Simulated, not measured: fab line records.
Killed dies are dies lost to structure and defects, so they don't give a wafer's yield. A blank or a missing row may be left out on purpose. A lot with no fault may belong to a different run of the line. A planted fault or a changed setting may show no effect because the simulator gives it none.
fab line records	flow nand_harc
[record] lots = 13	wafers = 36	last_day = 25
route steps=1159 shown P_BONDPAD@368 A_ONON_D1@432 END@1159
lots that met no fault: from a run of the same line without faults
start_h: hours from the record's first day to the start of the lot's first wafer shown	wait_h: hours elapsed since this lot's preceding step	" same as the row above	L1.1+2: a row that stands for several wafers	- no value present, or no start provided	* or withheld: withheld	< > ~ a bound
route shown NAME@n: a module of which the file shows steps, and the number in the route of the first	usual: the fault-free wafers' mean and standard deviation	same: alike in all rows	chamber/n: place in a boat	sites: the reading at each site	_std_site: their standard deviation	_edge_site: the outer-site mean with the inner-site mean subtracted	radius_mm: for every site, how far away it sits from the centre of the wafer	mask NAME#n: copy n	behind: tool/chamber where the wafer was last shaped	hold: why the lot was held/for how many hours/how that ended	device: names the non-switching transistor (n, p or np)	end of line: the tests these same wafers got at the end of their route	for a step that has no rows: nothing shown but its recipe	killed: count of dies lost to structure and defects at first sort (not the wafer's yield)	map: per-die view of a wafer (x killed, . not killed, _ where there is no die)
set.NAME: the setting that was run; set.NAME@STEP: the one run at that earlier step	model.NAME: the simulator's own value behind a step, which no gauge read
a sample of lots followed through the steps of the route, with each step as a table and each wafer as a row
services: the hour from which a tool's chamber was out of use, counted from the record's first day as start_h (under 0 if before that day), plus the number of hours and why
[[steps]]
[step NHARC_P_BONDPAD_ETCH_37]
[recipe] target_depth_a = 600	overetch_a = 180	time_s = 65.91	ion_energy_ev = 200	n2_flow_sccm = 150	h2_flow_sccm = 150	ar_flow_sccm = 0	rf_w = 400	bias_w = 150	chemistry = N2/H2
[usual] drypump_motor_current_A = 5.6/0.5	oes_product_au = 1.001/0.013	rf_vpp_V = 430.0/2.4	showerhead_plenum_p_Torr = 2.02/0.074	throttle_valve_pct = 14.171/0.0095
lot.wafer	tool	chamber	start_h	wait_h	drypump_motor_current_A	oes_product_au	rf_hours_counter_h	rf_vpp_V	showerhead_plenum_p_Torr	throttle_valve_pct
L722.2	rie_diel-10	3	129.56	0.1	5.4	0.989	12	431.6	2.08	14.165
L722.1	"	1	"	"	5.6	1.007	10	432.3	2.06	14.176
L722.6	"	0	"	"	5.7	1.021	-	428.2	1.92	14.163
L723.4	rie_diel-10	0	133.98	0.1	5.7	1.023	13	426.2	1.92	14.170
L723.2	"	1	"	"	5.6	1.000	11	430.2	2.06	14.167
L723.5	"	1	"	"	5.6	1.002	-	429.7	2.06	14.175
L732.1	rie_diel-10	0	186.95	0.3	5.7	1.001	0	426.0	1.92	14.172
L732.6	"	2	"	"	5.0	1.011	-	429.0	2.00	14.182
L733.1	rie_diel-10	2	192.08	0.1	5.0	0.985	1	429.0	2.00	14.172
L733.6	"	1	"	"	5.7	0.978	-	431.3	2.06	14.176
L734.4	rie_diel-13	0	207.79	0.1	5.9	0.974	31	430.6	2.04	14.179
L734.1	"	1	"	"	5.8	1.000	33	428.4	1.95	14.151
L735.2	rie_diel-10	2	208.71	0.1	5.0	1.006	2	429.7	2.00	14.179
L735.3	"	0	"	"	5.7	1.024	2	425.9	1.92	14.174
L735.4	"	2	"	"	5.0	1.003	-	429.7	2.00	14.159
L736.3	rie_diel-10	2	220.10	0.3	5.0	1.013	4	429.6	2.00	14.177
L736.1	"	3	"	"	5.4	0.990	4	430.6	2.07	14.187
L736.4	"	2	"	"	5.0	1.002	-	427.9	2.00	14.173
L738.1	rie_diel-04	3	224.70	0.2	5.6	1.025	37	426.4	1.92	14.191
L738.2	"	0	"	"	6.7	0.992	39	432.4	2.08	14.166
L738.4	"	2	"	"	5.6	0.986	38	432.0	2.08	14.189
L739.1	rie_diel-04	0	230.82	0.1	6.7	1.000	41	431.8	2.08	14.191
L739.3	"	3	"	"	5.6	1.029	39	426.0	1.92	14.163
L739.5	"	0	"	"	6.7	0.996	-	431.6	2.08	14.178
L741.3	rie_diel-04	2	254.54	0.2	5.6	0.997	49	431.5	2.08	14.171
L741.2	"	3	"	"	5.6	1.009	48	427.3	1.92	14.178
L741.5	"	0	"	"	6.7	1.009	-	431.4	2.08	14.171
L744.1	rie_diel-04	3	257.32	0.1	5.6	1.010	49	425.3	1.92	14.190
L744.5	"	0	"	"	6.7	0.999	-	432.1	2.08	14.174
L744.6	"	1	"	"	4.7	1.004	-	431.1	2.04	14.160
L743.1	rie_diel-10	0	257.61	0.1	5.7	1.013	5	427.5	1.92	14.178
L743.4	"	1	"	"	5.7	0.994	6	430.8	2.05	14.175
L743.6	"	1	"	"	5.6	0.989	-	430.3	2.05	14.168
L745.4	rie_diel-10	3	270.84	0.1	5.4	1.006	8	431.3	2.07	14.164
L745.2	"	1	"	"	5.7	0.998	7	431.7	2.05	14.156
L745.5	"	2	"	"	5.0	0.991	-	428.8	1.99	14.172
[step NHARC_P_BONDPAD_STRIP_15]
[recipe] o2_flow_sccm = 500	ar_flow_sccm = 0	bias_w = 0	chemistry = O2
[usual] drypump_motor_current_A = 5.6/0.49	oes_product_au = 1.000/0.012	rf_vpp_V = 57.7/0.88	showerhead_plenum_p_Torr = 3.51/0.12	throttle_valve_pct = 17.037/0.009
lot.wafer	tool	chamber	start_h	wait_h	drypump_motor_current_A	oes_product_au	rf_hours_counter_h	rf_vpp_V	showerhead_plenum_p_Torr	throttle_valve_pct
L722.2	rie_diel-04	0	130.09	0.1	6.7	0.994	3	58.9	3.62	17.025
L722.1	"	2	"	"	5.6	0.996	3	58.5	3.62	17.042
L722.6	"	1	"	"	4.7	1.009	-	56.9	3.56	17.018
L723.4	rie_diel-13	3	134.31	0.1	6.1	0.991	6	57.8	3.32	17.044
L723.2	"	0	"	"	5.9	0.973	9	56.3	3.54	17.038
L723.5	"	3	"	"	6.1	1.000	-	57.5	3.32	17.031
L732.1	rie_diel-04	2	187.28	0.1	5.6	1.009	23	58.8	3.60	17.045
L732.6	"	3	"	"	5.6	1.017	-	56.9	3.35	17.038
L733.1	rie_diel-10	3	192.39	0.1	5.4	1.024	1	56.6	3.58	17.037
L733.6	"	3	"	"	5.4	1.009	-	57.8	3.58	17.033
L734.1	rie_diel-10	3	208.13	0.1	5.4	1.012	2	58.2	3.58	17.034
L734.4	"	3	"	"	5.4	1.010	-	56.7	3.58	17.047
L735.4	rie_diel-10	1	209.05	0.1	5.7	0.990	1	59.2	3.55	17.030
L735.2	"	3	"	"	5.4	0.999	2	58.6	3.58	17.046
L735.3	"	0	"	"	5.7	1.016	2	58.7	3.34	17.032
L736.1	rie_diel-10	3	220.43	0.1	5.4	0.985	4	58.8	3.58	17.042
L736.3	"	2	"	"	5.0	1.006	4	57.5	3.46	17.034
L736.4	"	1	"	"	5.6	0.975	-	57.8	3.55	17.035
L738.1	rie_diel-10	2	225.18	0.1	5.0	1.007	4	57.5	3.46	17.040
L738.2	"	3	"	"	5.4	0.976	4	57.4	3.58	17.027
L738.4	"	2	"	"	5.0	1.007	-	56.1	3.46	17.040
L739.1	rie_diel-13	3	231.14	0.1	6.1	0.993	39	57.4	3.30	17.041
L739.3	"	0	"	"	5.9	0.976	44	58.1	3.52	17.025
L739.5	"	2	"	"	5.2	0.992	-	58.4	3.78	17.045
L741.2	rie_diel-04	0	254.87	0.1	6.7	0.989	49	57.1	3.59	17.050
L741.3	"	1	"	"	4.7	1.000	50	58.5	3.54	17.035
L741.5	"	2	"	"	5.6	1.004	-	58.9	3.59	17.029
L744.1	rie_diel-04	2	257.62	0.1	5.6	1.005	50	57.8	3.59	17.031
L744.5	"	1	"	"	4.7	1.002	-	56.6	3.53	17.037
L744.6	"	2	"	"	5.6	1.007	-	57.4	3.59	17.054
L743.4	rie_diel-10	0	257.91	0.1	5.7	0.999	5	56.7	3.34	17.029
L743.1	"	3	"	"	5.4	1.002	7	59.2	3.58	17.020
L743.6	"	1	"	"	5.6	0.988	-	58.1	3.55	17.035
L745.2	rie_diel-13	3	271.13	0.1	6.1	0.995	51	57.0	3.30	17.039
L745.4	"	0	"	"	5.9	0.972	56	58.3	3.52	17.034
L745.5	"	0	"	"	5.9	0.972	-	57.4	3.52	17.039
[step NHARC_P_BONDPAD_PVD_17]
[recipe] target_thk_a = 50	bias_v = 168.6	power_w = 15000	chamber_pressure_pa = 0.12	time_s = 8.06	substrate_temp_c = 50	material = TaN
[usual] throttle_valve_pct = 30.4/1.2
lot.wafer	tool	chamber	start_h	wait_h	throttle_valve_pct
L722.2	pvd_sputter-03	-	-	-	30.2
L722.1	"	-	"	"	30.5
L722.6	"	-	"	"	29.8
L723.4	pvd_sputter-02	-	-	-	31.6
L723.2	"	-	"	"	27.7
L723.5	"	-	"	"	31.5
L732.1	pvd_sputter-03	-	-	-	31.7
L732.6	"	-	"	"	30.1
L733.1	pvd_sputter-01	-	-	-	30.8
L733.6	"	-	"	"	28.8
L734.4	pvd_sputter-03	-	-	-	30.2
L734.1	"	-	"	"	29.7
L735.3	pvd_sputter-03	-	-	-	30.7
L735.2	"	-	"	"	29.9
L735.4	"	-	"	"	30.1
L736.3	pvd_sputter-03	-	-	-	30.4
L736.4	"	-	"	"	29.7
L736.1	"	-	"	"	30.0
L738.4	pvd_sputter-01	-	-	-	31.1
L738.1	"	-	"	"	30.5
L738.2	"	-	"	"	28.8
L739.1	pvd_sputter-01	-	-	-	30.9
L739.3	"	-	"	"	31.4
L739.5	"	-	"	"	30.8
L741.2	pvd_sputter-02	-	-	-	27.9
L741.3	"	-	"	"	32.0
L741.5	"	-	"	"	31.5
L744.1	pvd_sputter-02	-	-	-	31.7
L744.6	"	-	"	"	28.1
L744.5	"	-	"	"	30.6
L743.4	pvd_sputter-03	-	-	-	30.2
L743.1	"	-	"	"	29.9
L743.6	"	-	"	"	32.1
L745.2	pvd_sputter-01	-	-	-	28.5
L745.4	"	-	"	"	30.8
L745.5	"	-	"	"	29.0
[step NHARC_A_ONON_D1_DEP_12]
[recipe] target_thk_a = 10000	n2_flow_sccm = 2750	n2o_flow_sccm = 2000	nh3_flow_sccm = 500	sih4_flow_sccm = 210	temp_c = 400
[usual] nh3_flow_sccm = 499.9/1.5
lot.wafer	tool	chamber	start_h	wait_h	nh3_flow_sccm
L722.1	pecvd_onon-02	0	157.89	0.1	498.6
L722.2	"	0	"	"	499.9
L722.6	"	0	"	"	498.0
L723.2	pecvd_onon-02	0	165.24	0.1	498.9
L723.4	"	0	"	"	500.0
L723.5	"	0	"	"	498.8
L732.1	pecvd_onon-02	0	215.43	0.1	500.7
L732.6	"	0	"	"	499.4
L733.1	pecvd_onon-02	0	220.15	0.1	501.5
L733.6	"	0	"	"	498.7
L734.1	pecvd_onon-02	0	239.45	0.1	502.1
L734.4	"	0	"	"	501.1
L735.2	pecvd_onon-03	0	239.49	0.1	500.1
L735.3	"	0	"	"	499.9
L735.4	"	0	"	"	498.4
L736.1	pecvd_onon-03	0	248.11	0.1	501.7
L736.3	"	0	"	"	498.8
L736.4	"	0	"	"	500.9
L738.1	pecvd_onon-01	0	254.20	0.1	498.7
L738.2	"	0	"	"	499.0
L738.4	"	0	"	"	499.2
L739.1	pecvd_onon-03	0	258.81	0.1	498.9
L739.3	"	0	"	"	500.6
L739.5	"	0	"	"	499.2
L741.2	pecvd_onon-01	0	281.67	0.1	498.4
L741.3	"	0	"	"	499.7
L741.5	"	0	"	"	498.4
L743.1	pecvd_onon-01	0	286.43	0.1	501.9
L743.4	"	0	"	"	501.0
L743.6	"	0	"	"	502.4
L744.1	pecvd_onon-03	0	286.44	0.1	498.7
L744.5	"	0	"	"	498.9
L744.6	"	0	"	"	500.0
L745.2	pecvd_onon-01	0	299.34	0.1	499.7
L745.4	"	0	"	"	501.3
L745.5	"	0	"	"	500.5
[step NHARC_A_ONON_D1_THK_MEAS_14]
[recipe] thk_meas_gauge = ellipsometry
[usual] thk_nm = 1002/12
lot.wafer	tool	chamber	start_h	wait_h	thk_nm
L722.1	film_metro-01	-	158.41	-	989
L722.2	"	-	"	"	989
L722.6	"	-	"	"	989
L723.2	film_metro-01	-	165.70	-	997
L723.4	"	-	"	"	995
L723.5	"	-	"	"	997
L732.1	film_metro-01	-	215.94	-	620
L732.6	"	-	"	"	1000
L733.1	film_metro-01	-	220.68	-	634
L733.6	"	-	"	"	1012
L735.2	film_metro-01	-	239.95	-	1027
L735.3	"	-	"	"	1028
L735.4	"	-	"	"	1028
L734.1	film_metro-01	-	239.97	-	620
L734.4	"	-	"	"	1001
L736.1	film_metro-01	-	248.62	-	1013
L736.3	"	-	"	"	1013
L736.4	"	-	"	"	1013
L738.1	film_metro-01	-	254.71	-	1019
L738.2	"	-	"	"	1019
L738.4	"	-	"	"	1020
L739.1	film_metro-01	-	259.32	-	977
L739.3	"	-	"	"	977
L739.5	"	-	"	"	976
L741.2	film_metro-01	-	282.12	-	1019
L741.3	"	-	"	"	1019
L741.5	"	-	"	"	1019
L743.1	film_metro-01	-	286.94	-	986
L743.4	"	-	"	"	985
L743.6	"	-	"	"	986
L744.1	film_metro-01	-	286.95	-	1004
L744.5	"	-	"	"	1004
L744.6	"	-	"	"	1003
L745.2	film_metro-01	-	299.80	-	991
L745.4	"	-	"	"	992
L745.5	"	-	"	"	991
[step NHARC_END_SORT_01]
[recipe] temp_c = 25
[usual] killed_at_array = 24/8.7	killed_at_other = 0.8/1.2	killed_at_periphery = 3.6/2.3	killed_dies = 28/8.9	killed_open = 3.2/1.9	killed_short = 2.0/1.6
[same] gross_dies = 677
lot.wafer	tool	chamber	start_h	wait_h	killed_at_array	killed_at_other	killed_at_periphery	killed_dies	killed_open	killed_short
L732.1	prober-01	0	496.70	2.5	673	0	4	677	3	0
L732.6	prober-01	0	500.69	4.0	39	0	5	44	1	0
L733.1	prober-01	0	526.03	2.5	671	0	6	677	3	1
L733.6	prober-01	0	529.99	4.0	17	0	3	20	0	0
// killed by level:class
L732.1 A_ONON_D1:area_dep=641 A_CHANNEL_HOLE_D1:chamber_film_flake=18 A_SLIT:chamber_film_flake=8 P_BONDPAD:chamber_film_flake=4 A_STAIRCASE:chamber_film_flake=2 A_CHANNEL_HOLE_D1:geometric_particle:open=1 A_CHANNEL_FILL_D1:geometric_particle:open=1 A_M0:geometric_particle:open=1
L732.6 A_CHANNEL_HOLE_D1:chamber_film_flake=16 A_SLIT:chamber_film_flake=12 A_STAIRCASE:chamber_film_flake=6 P_BONDPAD:chamber_film_flake=3 A_CONTACT:chamber_film_flake=3 A_WL_FILL:chamber_film_flake=2 P_GATE:geometric_particle:open=1 P_M2:chamber_film_flake=1
L733.1 A_ONON_D1:area_dep=652 A_CHANNEL_HOLE_D1:chamber_film_flake=12 A_CONTACT:chamber_film_flake=3 P_BONDPAD:chamber_film_flake=2 A_STAIRCASE:chamber_film_flake=2 P_CONTACT:geometric_particle:open=1 P_M0:geometric_particle:short=1 A_CONTACT:geometric_particle:open=1
L733.6 A_CHANNEL_HOLE_D1:chamber_film_flake=11 A_STAIRCASE:chamber_film_flake=4 P_STI:chamber_film_flake=3 A_CONTACT:chamber_film_flake=2
[[services]]
tool	chamber	start_h	hours	kind
rie_diel-10	0	106.50	-	clean
pecvd_onon-02	-	111.00	13.0	pm
rie_diel-04	-	112.07	9.0	pm
rie_diel-13	3	112.51	11.6	repair
rie_diel-10	2	112.56	2.2	repair
pvd_sputter-01	-	118.21	63.5	repair
pecvd_onon-03	-	153.00	13.0	pm
rie_diel-10	-	176.50	9.0	pm
pvd_sputter-01	-	181.74	10.0	pm
pecvd_onon-01	-	195.00	13.0	pm
pvd_sputter-01	-	199.24	6.4	repair
rie_diel-10	1	204.97	3.9	repair
rie_diel-13	2	209.08	8.8	repair
pvd_sputter-02	-	217.21	10.0	pm
rie_diel-10	0	217.32	19.7	repair
rie_diel-10	1	226.61	1.7	repair
pvd_sputter-03	-	245.48	3.0	repair
rie_diel-13	-	276.36	9.0	pm
pvd_sputter-03	-	280.00	10.0	pm
rie_diel-04	0	281.10	27.7	repair
rie_diel-04	3	289.98	12.9	repair
rie_diel-04	-	290.56	9.0	pm
pecvd_onon-02	-	292.00	13.0	pm
rie_diel-10	3	296.99	3.9	repair
[[key]]
[first_sign] step = NHARC_A_ONON_D1_THK_MEAS_14	reading = thk_nm	direction = down	sigmas = 31	usual = 1002	struck = 625
[effect] step = NHARC_END_SORT_01	reading = killed_at_array	direction = up	sigmas = 74	usual = 24	struck = 672
[more_kills_born_at] NHARC_A_ONON_D1_DEP_12@pecvd_onon-02 = 1293
met_at NHARC_A_ONON_D1_DEP_12
struck_lots L732,L733,L734
struck_wafers L732.1,L733.1,L734.1
later_rows_left_out L732.1,L733.1,L734.1
sort_left_out L734.1
tester_left_out L732,L733,L734
not_acting_at NHARC_P_BONDPAD_ETCH_37,NHARC_P_BONDPAD_STRIP_15,NHARC_P_BONDPAD_PVD_17
onset_between 165.24 215.43
[fault] kind = process_parameter_drift	tool = pecvd_onon-02	chamber = -	onset_h = 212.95	steps = NHARC_A_ONON_D1_DEP_12	channel = target_thk_a	offset = *	shape = step	end_h = 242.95	scope = struck_wafers_only	acts_in = *	stated = *
// tester_left_out: of these lots the tester's yield and bins aren't shown, on N5 and GAA mostly nor the transistor test; their killed dies are dies lost to structure and defects alone, not to doping, threshold or leakage, so they don't give the yield
// sort_left_out: the simulated sort isn't trusted on such a fault, so these wafers' sort isn't shown, and their yield isn't known
// later_rows_left_out: the simulator's readings of these wafers behind a module that went badly wrong aren't trusted and aren't shown, but for the sort
